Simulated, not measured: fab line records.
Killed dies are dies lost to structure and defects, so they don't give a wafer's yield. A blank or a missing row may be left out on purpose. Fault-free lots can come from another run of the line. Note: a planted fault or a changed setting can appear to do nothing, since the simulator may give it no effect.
fab line records	flow nand-harc
[record] lots = 24	wafers = 72	last-day = 33
route steps=1302 shown P_CONTACT@252 P_M0@283 P_M2@340 P_BONDPAD@352
lots untouched by any fault: they come from a run of this same line in which no faults occurred
start-h: hours from the record's first day to the start of the lot's first wafer shown	wait-h: hours since the lot's step before	" identical to the entry in the row above	L1.1+2: several wafers, shown together as one row	- no value, or no start given	* or withheld: withheld	< > ~ a bound
route shown NAME@n: names a module that has steps shown in the file, with the first one's number in the route	usual: the fault-free wafers' mean and standard deviation	same: alike in all rows	chamber/n: place in a boat	sites: each site's reading	_std_site: standard deviation of those values	_edge_site: mean of outer sites minus mean of inner sites	radius-mm: how far each site lies from the wafer's centre	mask NAME#n: copy n	behind: the most recent tool/chamber to have shaped the wafer	hold: cause of the lot's hold/its duration in hours/its outcome	device: whichever transistor did not switch (one of n, p or np)	end of line: the tests these same wafers got at the end of their route	step lacking rows: just its recipe	killed: at the first sort, the dies lost to defects and structure; wafer yield is something else	map: per-die view of a wafer (x killed, . not killed, _ where there is no die)
set.NAME: the setting as run; set.NAME@STEP: as run at that earlier step	model.NAME: the simulator's own value behind a step, which no gauge read
route steps across a sampled set of lots; one table per step, one row per wafer
services: a tool's chamber out of use, with start hour (start-h, from the record's first day; less than 0 if before it), hours out, and reason
[[steps]]
[step NHARC_P_CONTACT_INSPECT_27]
[usual] raw-defect-count = 294/110
lot.wafer	tool	chamber	start-h	wait-h	raw-defect-count
L074.1	defect-inspect-01	-	116.76	0.1	406
L074.3	"	-	"	"	236
L074.6	"	-	"	"	309
L075.2	defect-inspect-02	-	130.21	0.1	350
L075.3	"	-	"	"	275
L075.4	"	-	"	"	374
L076.1	defect-inspect-02	-	140.42	0.1	421
L076.2	"	-	"	"	398
L076.3	"	-	"	"	204
L077.1	defect-inspect-01	-	153.32	0.1	177
L077.4	"	-	"	"	322
L077.5	"	-	"	"	294
L078.2	defect-inspect-01	-	158.07	0.1	183
L078.3	"	-	"	"	223
L078.5	"	-	"	"	152
L079.2	defect-inspect-02	-	170.25	0.1	315
L079.3	"	-	"	"	273
L079.5	"	-	"	"	180
L080.1	defect-inspect-01	-	179.03	0.1	294
L080.2	"	-	"	"	281
L080.5	"	-	"	"	275
L081.1	defect-inspect-01	-	190.91	0.1	306
L081.2	"	-	"	"	234
L081.5	"	-	"	"	238
L082.1	defect-inspect-01	-	202.69	0.1	221
L082.4	"	-	"	"	320
L082.6	"	-	"	"	273
L083.2	defect-inspect-01	-	206.69	0.1	356
L083.3	"	-	"	"	348
L083.6	"	-	"	"	540
L084.1	defect-inspect-01	-	224.52	0.1	572
L084.4	"	-	"	"	590
L084.5	"	-	"	"	530
L085.2	defect-inspect-02	-	230.44	0.1	271
L085.5	"	-	"	"	177
L085.6	"	-	"	"	232
L086.2	defect-inspect-02	-	245.18	0.1	405
L086.4	"	-	"	"	215
L086.5	"	-	"	"	258
L087.2	defect-inspect-02	-	246.42	0.1	230
L087.3	"	-	"	"	206
L087.4	"	-	"	"	254
L089.1	defect-inspect-01	-	275.40	0.1	457
L089.3	"	-	"	"	239
L089.4	"	-	"	"	226
L088.3	defect-inspect-02	-	276.16	0.1	441
L088.4	"	-	"	"	556
L088.6	"	-	"	"	294
L091.1	defect-inspect-01	-	294.59	0.1	446
L091.3	"	-	"	"	159
L091.4	"	-	"	"	430
L090.4	defect-inspect-02	-	295.37	0.1	205
L090.5	"	-	"	"	247
L090.6	"	-	"	"	125
L092.2	defect-inspect-02	-	311.33	0.1	165
L092.4	"	-	"	"	161
L092.6	"	-	"	"	158
L094.2	defect-inspect-01	-	322.36	0.1	373
L094.5	"	-	"	"	273
L094.6	"	-	"	"	453
L095.1	defect-inspect-02	-	323.23	0.1	196
L095.4	"	-	"	"	150
L095.5	"	-	"	"	270
L093.1	defect-inspect-01	-	328.56	0.1	487
L093.5	"	-	"	"	242
L093.6	"	-	"	"	404
L096.1	defect-inspect-02	-	337.36	0.1	203
L096.5	"	-	"	"	138
L096.6	"	-	"	"	291
L097.1	defect-inspect-01	-	349.06	0.1	558
L097.2	"	-	"	"	418
L097.6	"	-	"	"	295
[step NHARC_P_M0_PRE_CLEAN_31]
[recipe] time-s = 12	temp-c = 370	rf-power-w = 300	gas = NH3
[usual] heater-power-w = 621/90	rf-fwd-power-W = 292.5/0.92
lot.wafer	tool	chamber	start-h	wait-h	heater-power-w	rf-fwd-power-W
L074.1	pecvd-02	1	120.47	0.1	482	293.5
L074.3	"	2	"	"	727	292.8
L074.6	"	0	"	"	700	291.3
L075.2	pecvd-03	1	133.69	0.1	783	291.1
L075.3	"	2	"	"	621	293.2
L075.4	"	2	"	"	608	294.0
L076.2	pecvd-03	0	144.19	0.1	547	292.6
L076.1	"	1	"	"	767	293.0
L076.3	"	2	"	"	635	293.7
L077.1	pecvd-04	1	157.01	0.1	490	292.2
L077.4	"	1	"	"	486	290.9
L077.5	"	0	"	"	753	292.7
L078.2	pecvd-03	1	161.83	0.1	742	292.6
L078.3	"	0	"	"	530	292.7
L078.5	"	1	"	"	707	292.6
L079.2	pecvd-04	0	173.88	0.1	626	293.7
L079.3	"	0	"	"	614	292.0
L079.5	"	1	"	"	589	291.1
L080.2	pecvd-04	0	183.04	0.1	728	292.6
L080.1	"	1	"	"	551	294.1
L080.5	"	1	"	"	556	293.4
L081.1	pecvd-02	1	194.54	0.1	541	291.0
L081.2	"	2	"	"	684	291.9
L081.5	"	1	"	"	533	291.4
L082.1	pecvd-04	2	206.44	0.1	603	293.2
L082.6	"	0	"	"	738	293.0
L082.4	"	2	"	"	592	292.1
L083.2	pecvd-03	2	210.20	0.1	631	291.6
L083.3	"	0	"	"	479	291.0
L083.6	"	1	"	"	781	294.0
L084.1	pecvd-03	0	228.19	0.1	526	292.9
L084.5	"	0	"	"	520	291.5
L084.4	"	1	"	"	705	291.7
L085.2	pecvd-04	0	234.07	0.2	695	292.8
L085.6	"	1	"	"	495	292.4
L085.5	"	2	"	"	560	292.7
L086.2	pecvd-04	1	249.06	0.1	550	292.5
L086.4	"	0	"	"	750	292.5
L086.5	"	1	"	"	541	292.0
L087.2	pecvd-04	0	250.24	0.1	680	293.4
L087.3	"	0	"	"	687	292.8
L087.4	"	1	"	"	571	292.8
L089.1	pecvd-03	0	278.90	0.1	480	293.0
L089.3	"	1	"	"	740	292.0
L089.4	"	1	"	"	736	292.7
L088.3	pecvd-03	2	279.81	0.1	597	291.7
L088.4	"	1	"	"	670	290.8
L088.6	"	2	"	"	592	292.9
L091.1	pecvd-04	1	298.22	0.1	603	291.9
L091.3	"	0	"	"	753	291.9
L091.4	"	2	"	"	635	293.3
L090.6	pecvd-03	1	299.03	0.1	698	292.2
L090.5	"	2	"	"	579	293.3
L090.4	"	0	"	"	558	292.7
L092.2	pecvd-03	0	315.12	0.2	475	292.1
L092.4	"	0	"	"	461	292.7
L092.6	"	1	"	"	703	291.3
L094.2	pecvd-04	1	326.01	0.1	573	292.8
L094.5	"	0	"	"	710	290.7
L094.6	"	1	"	"	584	292.5
L095.1	pecvd-04	0	326.96	0.1	660	292.0
L095.4	"	2	"	"	648	292.4
L095.5	"	0	"	"	644	291.6
L093.1	pecvd-03	2	332.09	0.1	672	291.5
L093.6	"	1	"	"	702	290.7
L093.5	"	2	"	"	656	292.5
L096.1	pecvd-03	2	341.32	0.1	633	291.1
L096.5	"	0	"	"	517	293.5
L096.6	"	1	"	"	731	290.6
L097.2	pecvd-04	0	352.62	0.1	604	292.0
L097.1	"	2	"	"	520	293.8
L097.6	"	2	"	"	518	294.3
[step NHARC_P_M2_PVD_20]
[recipe] target-thk-a = 50	bias-v = 168.6	power-w = 15000	chamber-pressure-pa = 0.12	time-s = 8.06	substrate-temp-c = 50	material = TaN
[usual] throttle-valve-pct = 30.2/0.76
lot.wafer	tool	chamber	start-h	wait-h	throttle-valve-pct
L074.3	pvd-sputter-03	-	-	-	30.4
L074.1	"	-	"	"	31.0
L074.6	"	-	"	"	30.3
L075.2	pvd-sputter-02	-	-	-	30.3
L075.4	"	-	"	"	29.5
L075.3	"	-	"	"	29.7
L076.2	pvd-sputter-01	-	-	-	30.8
L076.3	"	-	"	"	31.6
L076.1	"	-	"	"	30.3
L077.4	pvd-sputter-02	-	-	-	29.3
L077.1	"	-	"	"	28.6
L077.5	"	-	"	"	29.3
L078.2	pvd-sputter-01	-	-	-	30.9
L078.3	"	-	"	"	29.1
L078.5	"	-	"	"	31.0
L079.3	pvd-sputter-02	-	-	-	29.8
L079.2	"	-	"	"	28.5
L079.5	"	-	"	"	28.9
L080.1	pvd-sputter-02	-	-	-	29.4
L080.2	"	-	"	"	28.8
L080.5	"	-	"	"	29.7
L081.1	pvd-sputter-03	-	-	-	30.3
L081.2	"	-	"	"	30.3
L081.5	"	-	"	"	31.0
L082.1	pvd-sputter-02	-	-	-	29.7
L082.4	"	-	"	"	30.2
L082.6	"	-	"	"	29.6
L083.2	pvd-sputter-02	-	-	-	29.4
L083.3	"	-	"	"	29.0
L083.6	"	-	"	"	30.3
L084.1	pvd-sputter-03	-	-	-	31.0
L084.4	"	-	"	"	31.2
L084.5	"	-	"	"	30.9
L085.2	pvd-sputter-02	-	-	-	29.7
L085.6	"	-	"	"	29.5
L085.5	"	-	"	"	28.7
L086.2	pvd-sputter-03	-	-	-	31.3
L086.4	"	-	"	"	30.9
L086.5	"	-	"	"	30.9
L087.4	pvd-sputter-03	-	-	-	30.1
L087.3	"	-	"	"	31.0
L087.2	"	-	"	"	30.9
L089.3	pvd-sputter-03	-	-	-	31.1
L089.4	"	-	"	"	30.9
L089.1	"	-	"	"	31.1
L088.4	pvd-sputter-03	-	-	-	31.2
L088.3	"	-	"	"	30.8
L088.6	"	-	"	"	31.1
L091.1	pvd-sputter-02	-	-	-	29.6
L091.3	"	-	"	"	29.6
L091.4	"	-	"	"	29.7
L090.4	pvd-sputter-01	-	-	-	31.3
L090.5	"	-	"	"	30.5
L090.6	"	-	"	"	31.1
L092.2	pvd-sputter-02	-	-	-	30.5
L092.4	"	-	"	"	29.8
L092.6	"	-	"	"	30.5
L094.2	pvd-sputter-01	-	-	-	30.8
L094.5	"	-	"	"	30.7
L094.6	"	-	"	"	31.4
L095.4	pvd-sputter-02	-	-	-	29.8
L095.1	"	-	"	"	30.4
L095.5	"	-	"	"	29.6
L093.1	pvd-sputter-02	-	-	-	30.1
L093.6	"	-	"	"	29.7
L093.5	"	-	"	"	29.8
L096.1	pvd-sputter-02	-	-	-	30.0
L096.5	"	-	"	"	29.9
L096.6	"	-	"	"	29.9
L097.2	pvd-sputter-03	-	-	-	31.2
L097.1	"	-	"	"	30.2
L097.6	"	-	"	"	30.0
[step NHARC_P_BONDPAD_CMP_32]
[recipe] target-thk-nm = 200	material = SiCN
[usual] motor-current-A = 11.7/0.94	pad-life-wafers = 154/100	retaining-ring-pressure-frac = 1.000/0.0051
lot.wafer	tool	chamber	start-h	wait-h	motor-current-A	pad-life-wafers	retaining-ring-pressure-frac
L074.3	cmp-02	1	130.17	0.3	12.0	402	1.006
L074.1	"	3	"	"	12.5	404	1.005
L074.6	"	2	"	"	10.9	-	0.993
L075.2	cmp-01	1	142.96	-	12.4	174	0.997
L075.4	"	2	"	"	11.4	175	0.998
L075.3	"	3	"	"	10.7	176	0.998
L076.2	cmp-01	2	153.77	-	10.6	222	0.999
L076.3	"	3	"	"	10.3	223	0.999
L076.1	"	0	"	"	11.9	224	0.999
L077.1	cmp-04	1	166.30	-	10.9	186	1.002
L077.4	"	3	"	"	13.0	188	1.000
L077.5	"	2	"	"	9.8	-	1.003
L078.2	cmp-01	0	171.23	-	11.4	300	1.000
L078.3	"	2	"	"	11.9	302	1.009
L078.5	"	1	"	"	12.5	-	0.999
L079.2	cmp-02	2	183.59	-	11.2	156	0.992
L079.3	"	3	"	"	12.7	157	1.005
L079.5	"	3	"	"	11.9	-	0.999
L080.2	cmp-01	2	192.90	0.5	12.2	13	1.005
L080.1	"	3	"	"	10.9	14	0.999
L080.5	"	2	"	"	11.3	-	1.010
L081.2	cmp-01	0	203.93	-	11.6	54	1.008
L081.1	"	1	"	"	12.8	55	1.000
L081.5	"	1	"	"	12.7	-	1.002
L082.1	cmp-04	0	215.69	-	11.0	6	1.000
L082.4	"	2	"	"	10.7	8	1.000
L082.6	"	0	"	"	11.0	-	0.999
L083.2	cmp-04	1	219.45	-	11.5	19	1.003
L083.3	"	3	"	"	12.6	21	0.999
L083.6	"	1	"	"	10.6	-	1.007
L084.4	cmp-01	1	237.73	-	12.7	175	1.002
L084.1	"	2	"	"	11.4	176	1.000
L084.5	"	1	"	"	13.3	-	1.007
L085.2	cmp-02	3	243.82	-	12.9	19	0.994
L085.6	"	2	"	"	11.0	-	0.989
L085.5	"	3	"	"	12.8	-	1.000
L086.2	cmp-04	1	258.41	-	10.7	176	1.002
L086.4	"	2	"	"	10.7	177	1.008
L086.5	"	0	"	"	10.5	-	1.002
L087.3	cmp-01	2	259.64	-	11.1	258	1.005
L087.2	"	3	"	"	10.9	259	0.998
L087.4	"	0	"	"	11.8	260	1.001
L089.3	cmp-02	2	288.37	-	10.9	180	0.993
L089.4	"	0	"	"	10.6	182	1.002
L089.1	"	1	"	"	12.1	183	0.997
L088.3	cmp-01	1	289.45	-	12.8	6	1.004
L088.4	"	3	"	"	10.6	8	0.994
L088.6	"	2	"	"	12.0	-	0.997
L091.1	cmp-02	2	307.72	0.4	11.3	234	0.997
L091.3	"	3	"	"	12.6	235	1.004
L091.4	"	1	"	"	12.4	237	0.994
L090.4	cmp-01	2	308.19	-	11.6	73	1.004
L090.5	"	1	"	"	13.5	-	0.998
L090.6	"	2	"	"	11.1	-	0.998
L092.4	cmp-04	0	324.19	-	11.0	48	0.996
L092.2	"	1	"	"	11.2	49	0.997
L092.6	"	0	"	"	11.0	-	1.001
L094.2	cmp-01	3	335.15	-	11.0	183	1.002
L094.5	"	0	"	"	11.6	-	0.997
L094.6	"	1	"	"	13.4	-	1.001
L095.4	cmp-04	1	336.11	-	10.9	108	0.995
L095.1	"	2	"	"	10.3	109	1.002
L095.5	"	2	"	"	10.3	-	0.998
L093.1	cmp-01	2	341.31	-	11.1	212	1.001
L093.6	"	0	"	"	11.7	-	1.000
L093.5	"	1	"	"	12.8	-	1.007
L096.1	cmp-01	0	350.69	-	12.5	249	1.001
L096.6	"	1	"	"	12.5	-	0.996
L096.5	"	2	"	"	10.8	-	1.007
L097.2	cmp-04	2	361.73	-	10.1	228	0.994
L097.1	"	1	"	"	10.6	231	1.009
L097.6	"	3	"	"	12.7	-	1.000
[step NHARC_P_BONDPAD_THK_MEAS_33]
[recipe] thk-meas-gauge = ellipsometry
[usual] thk-nm = 200.5/1.4
lot.wafer	tool	chamber	start-h	wait-h	thk-nm
L074.1	film-metro-02	-	130.42	0.2	197.9
L074.3	"	-	"	"	199.3
L074.6	"	-	"	"	201.7
L075.2	film-metro-02	-	143.21	0.2	200.4
L075.3	"	-	"	"	196.6
L075.4	"	-	"	"	200.0
L076.1	film-metro-01	-	154.02	0.2	200.5
L076.2	"	-	"	"	202.6
L076.3	"	-	"	"	199.1
L077.1	film-metro-02	-	166.55	0.2	200.2
L077.4	"	-	"	"	201.7
L077.5	"	-	"	"	199.6
L078.2	film-metro-02	-	171.49	0.2	197.9
L078.3	"	-	"	"	203.2
L078.5	"	-	"	"	202.7
L079.2	film-metro-01	-	183.84	0.2	199.7
L079.3	"	-	"	"	199.9
L079.5	"	-	"	"	202.1
L080.1	film-metro-02	-	193.13	0.2	199.6
L080.2	"	-	"	"	199.4
L080.5	"	-	"	"	198.4
L081.1	film-metro-02	-	204.18	0.2	202.2
L081.2	"	-	"	"	200.9
L081.5	"	-	"	"	200.1
L082.1	film-metro-01	-	215.94	0.2	200.0
L082.4	"	-	"	"	200.3
L082.6	"	-	"	"	202.1
L083.2	film-metro-01	-	219.67	0.2	202.2
L083.3	"	-	"	"	203.2
L083.6	"	-	"	"	202.4
L084.1	film-metro-01	-	237.95	0.2	203.9
L084.4	"	-	"	"	200.8
L084.5	"	-	"	"	199.2
L085.2	film-metro-01	-	244.05	0.2	201.1
L085.5	"	-	"	"	199.5
L085.6	"	-	"	"	201.2
L086.2	film-metro-01	-	258.62	0.2	201.7
L086.4	"	-	"	"	201.5
L086.5	"	-	"	"	201.5
L087.2	film-metro-01	-	259.89	0.2	198.3
L087.3	"	-	"	"	199.7
L087.4	"	-	"	"	196.5
L089.1	film-metro-01	-	288.62	0.1	201.5
L089.3	"	-	"	"	202.4
L089.4	"	-	"	"	200.8
L088.3	film-metro-01	-	289.70	0.2	201.2
L088.4	"	-	"	"	198.6
L088.6	"	-	"	"	199.5
L091.1	film-metro-01	-	307.96	0.2	201.6
L091.3	"	-	"	"	200.2
L091.4	"	-	"	"	202.9
L090.4	film-metro-01	-	308.42	0.2	202.5
L090.5	"	-	"	"	201.3
L090.6	"	-	"	"	200.4
L092.2	film-metro-01	-	324.44	0.2	198.1
L092.4	"	-	"	"	199.6
L092.6	"	-	"	"	200.4
L094.2	film-metro-01	-	335.32	0.2	200.1
L094.5	"	-	"	"	200.8
L094.6	"	-	"	"	199.0
L095.1	film-metro-02	-	336.36	0.2	202.1
L095.4	"	-	"	"	199.7
L095.5	"	-	"	"	202.8
L093.1	film-metro-01	-	341.51	0.2	199.7
L093.5	"	-	"	"	201.6
L093.6	"	-	"	"	200.9
L096.1	film-metro-01	-	350.86	0.1	196.8
L096.5	"	-	"	"	203.9
L096.6	"	-	"	"	198.9
L097.1	film-metro-01	-	361.98	0.1	200.9
L097.2	"	-	"	"	202.0
L097.6	"	-	"	"	200.8
[step NHARC_P_BONDPAD_STRIP_15]
[recipe] o2-flow-sccm = 500	ar-flow-sccm = 0	bias-w = 0	chemistry = O2
[usual] chamber-pressure-mTorr = 60.01/0.048	drypump-motor-current-A = 5.8/0.48	oes-product-au = 1.001/0.0069	rf-vpp-V = 57.9/0.79	showerhead-plenum-p-Torr = 3.60/0.12	throttle-valve-pct = 17.036/0.0082
lot.wafer	tool	chamber	start-h	wait-h	chamber-pressure-mTorr	drypump-motor-current-A	oes-product-au	rf-hours-counter-h	rf-vpp-V	showerhead-plenum-p-Torr	throttle-valve-pct
L074.3	rie-diel-02	2	131.91	0.1	59.93	5.1	0.994	5.4	58.9	3.48	17.041
L074.1	"	0	"	"	60.15	6.0	0.991	5.7	58.0	3.57	17.041
L074.6	"	1	"	"	59.99	6.5	0.989	-	56.5	3.42	17.037
L075.3	rie-diel-01	3	144.47	0.1	59.99	6.6	0.998	2.9	58.2	3.72	17.037
L075.2	"	0	"	"	59.95	5.2	0.990	3.0	57.1	3.49	17.036
L075.4	"	1	"	"	60.01	6.2	0.998	2.5	58.0	3.43	17.033
L076.1	rie-diel-05	1	155.19	0.1	59.96	5.7	1.011	6.8	56.7	3.71	17.041
L076.2	"	2	"	"	60.00	5.1	0.999	5.9	57.7	3.78	17.034
L076.3	"	3	"	"	60.00	6.0	0.995	5.2	59.0	3.69	17.033
L077.4	rie-diel-05	3	167.76	0.1	59.99	6.0	0.999	5.5	57.9	3.69	17.034
L077.1	"	0	"	"	59.97	6.3	1.004	6.5	57.3	3.61	17.039
L077.5	"	2	"	"	60.07	5.1	1.001	-	59.5	3.78	17.033
L078.2	rie-diel-02	0	172.72	0.1	59.97	6.0	0.996	7.3	56.9	3.57	17.045
L078.3	"	1	"	"	60.01	6.5	0.995	7.6	58.0	3.42	17.053
L078.5	"	2	"	"	59.99	5.1	1.005	-	57.1	3.48	17.032
L079.2	rie-diel-05	3	184.90	0.1	60.00	6.0	1.010	6.4	58.4	3.68	17.042
L079.3	"	2	"	"	59.99	5.1	0.996	7.2	58.0	3.78	17.043
L079.5	"	3	"	"	60.03	6.0	1.012	-	58.3	3.68	17.018
L080.2	rie-diel-05	0	194.30	0.1	60.04	6.3	1.007	8.3	58.8	3.61	17.027
L080.1	"	3	"	"	59.99	6.0	1.002	7.2	57.8	3.68	17.035
L080.5	"	1	"	"	60.05	5.7	1.003	-	57.1	3.71	17.046
L081.2	rie-diel-02	1	205.35	0.1	59.97	6.5	0.999	9.3	57.5	3.42	17.026
L081.1	"	2	"	"	60.02	5.1	1.006	8.7	57.5	3.47	17.037
L081.5	"	2	"	"	59.97	5.1	0.998	-	57.3	3.47	17.038
L082.4	rie-diel-05	0	217.16	0.1	59.97	6.3	0.999	9.8	57.9	3.61	17.049
L082.1	"	1	"	"	60.01	5.7	0.996	11.5	59.6	3.71	17.031
L082.6	"	2	"	"	59.94	5.1	0.992	-	58.2	3.78	17.048
L083.2	rie-diel-05	2	220.85	0.1	60.02	5.1	1.011	9.6	58.3	3.78	17.027
L083.3	"	1	"	"	59.99	5.8	1.011	11.6	58.5	3.71	17.018
L083.6	"	3	"	"	59.97	6.0	1.001	-	58.2	3.68	17.040
L084.1	rie-diel-02	0	239.15	0.1	59.99	6.0	0.990	0.3	58.2	3.56	17.033
L084.4	"	1	"	"	60.09	6.5	0.993	0.3	56.7	3.42	17.032
L084.5	"	1	"	"	60.02	6.5	1.011	-	58.4	3.42	17.043
L085.2	rie-diel-02	2	245.23	0.1	60.00	5.1	1.005	1.0	57.3	3.47	17.041
L085.6	"	1	"	"	59.91	6.5	1.001	-	56.4	3.42	17.031
L085.5	"	2	"	"	60.01	5.1	1.005	-	57.7	3.47	17.036
L086.4	rie-diel-02	1	259.81	0.1	59.97	6.5	0.993	2.1	58.2	3.42	17.042
L086.2	"	2	"	"	60.02	5.2	1.003	1.7	58.5	3.47	17.042
L086.5	"	0	"	"	60.09	6.0	1.009	-	58.6	3.56	17.026
L087.4	rie-diel-02	1	260.93	0.1	60.03	6.5	1.003	2.2	57.4	3.42	17.039
L087.2	"	3	"	"	59.95	5.8	1.008	1.8	58.3	3.72	17.032
L087.3	"	0	"	"	60.03	6.0	1.006	2.2	58.7	3.56	17.039
L089.1	rie-diel-02	3	289.79	0.1	60.01	5.7	1.001	3.4	58.2	3.72	17.027
L089.4	"	1	"	"	59.95	6.5	1.012	4.1	55.9	3.42	17.047
L089.3	"	2	"	"	60.03	5.1	0.995	3.2	56.4	3.47	17.031
L088.3	rie-diel-05	2	290.93	0.1	60.07	5.1	1.004	3.2	57.7	3.77	17.023
L088.4	"	3	"	"	59.99	6.0	1.002	5.0	58.2	3.68	17.027
L088.6	"	1	"	"	60.03	5.7	0.994	-	58.6	3.70	17.015
L091.4	rie-diel-05	1	309.15	0.1	59.96	5.7	0.993	5.9	58.1	3.70	17.029
L091.1	"	2	"	"	59.98	5.1	0.999	4.1	58.1	3.77	17.036
L091.3	"	3	"	"	60.07	6.0	1.000	5.7	58.1	3.68	17.032
L090.4	rie-diel-05	3	309.62	0.1	59.99	6.0	0.988	5.7	58.2	3.68	17.041
L090.5	"	1	"	"	59.95	5.7	1.007	-	57.9	3.70	17.033
L090.6	"	2	"	"	59.97	5.1	0.998	-	57.0	3.77	17.029
L092.2	rie-diel-02	3	325.67	0.1	59.99	5.8	1.002	6.0	58.4	3.72	17.043
L092.4	"	3	"	"	59.94	5.7	1.007	-	58.1	3.72	17.024
L092.6	"	2	"	"	59.94	5.1	0.999	-	57.1	3.47	17.026
L094.2	rie-diel-02	0	336.39	0.1	59.94	6.0	1.003	7.3	58.6	3.56	17.041
L094.6	"	2	"	"	59.98	5.2	0.988	-	59.6	3.47	17.033
L094.5	"	3	"	"	60.11	5.7	1.008	-	58.5	3.72	17.041
L095.1	rie-diel-02	0	337.40	0.1	60.05	6.0	0.997	7.3	59.6	3.56	17.032
L095.4	"	3	"	"	60.02	5.7	1.000	6.5	59.1	3.72	17.040
L095.5	"	1	"	"	60.03	6.5	1.000	-	57.2	3.41	17.035
L093.1	rie-diel-05	0	342.69	0.1	60.04	6.3	1.013	7.7	58.5	3.60	17.045
L093.5	"	3	"	"	60.10	5.9	0.998	-	60.0	3.68	17.027
L093.6	"	0	"	"	59.98	6.3	0.996	-	57.8	3.60	17.040
L096.1	rie-diel-02	1	352.06	0.1	60.00	6.5	1.000	7.4	58.5	3.41	17.025
L096.6	"	3	"	"	60.07	5.7	0.997	-	58.3	3.72	17.037
L096.5	"	0	"	"	60.05	6.0	1.002	-	58.8	3.56	17.031
L097.1	rie-diel-02	3	363.02	0.1	59.99	5.8	1.003	8.0	58.1	3.72	17.029
L097.2	"	2	"	"	60.01	5.1	1.001	7.2	56.8	3.47	17.051
L097.6	"	3	"	"	60.04	5.7	1.007	-	57.3	3.72	17.053
[[services]]
tool	chamber	start-h	hours	kind
cmp-01	-	101.71	1.3	repair
pvd-sputter-02	-	104.11	10.0	pm
cmp-01	-	109.97	0.9	repair
rie-diel-02	3	127.34	9.4	repair
rie-diel-05	-	130.95	1.1	repair
rie-diel-02	0	134.11	9.6	repair
cmp-01	-	137.23	1.8	repair
rie-diel-02	-	146.96	0.5	repair
cmp-01	-	166.70	0.4	repair
pecvd-04	2	169.62	30.8	repair
pecvd-03	-	185.00	13.0	pm
cmp-01	-	185.50	4.0	pm
pecvd-04	-	197.32	5.5	repair
rie-diel-02	1	218.28	6.1	repair
rie-diel-05	-	229.60	9.0	pm
pecvd-04	2	239.83	11.2	repair
rie-diel-05	2	257.82	16.8	repair
pecvd-04	-	269.18	13.0	pm
pvd-sputter-02	-	279.16	7.2	repair
cmp-01	-	283.50	4.0	pm
pvd-sputter-02	-	286.37	10.0	pm
pecvd-04	-	303.80	1.0	repair
cmp-01	-	312.69	1.3	repair
rie-diel-02	1	323.96	3.4	repair
[[key]]
fault none
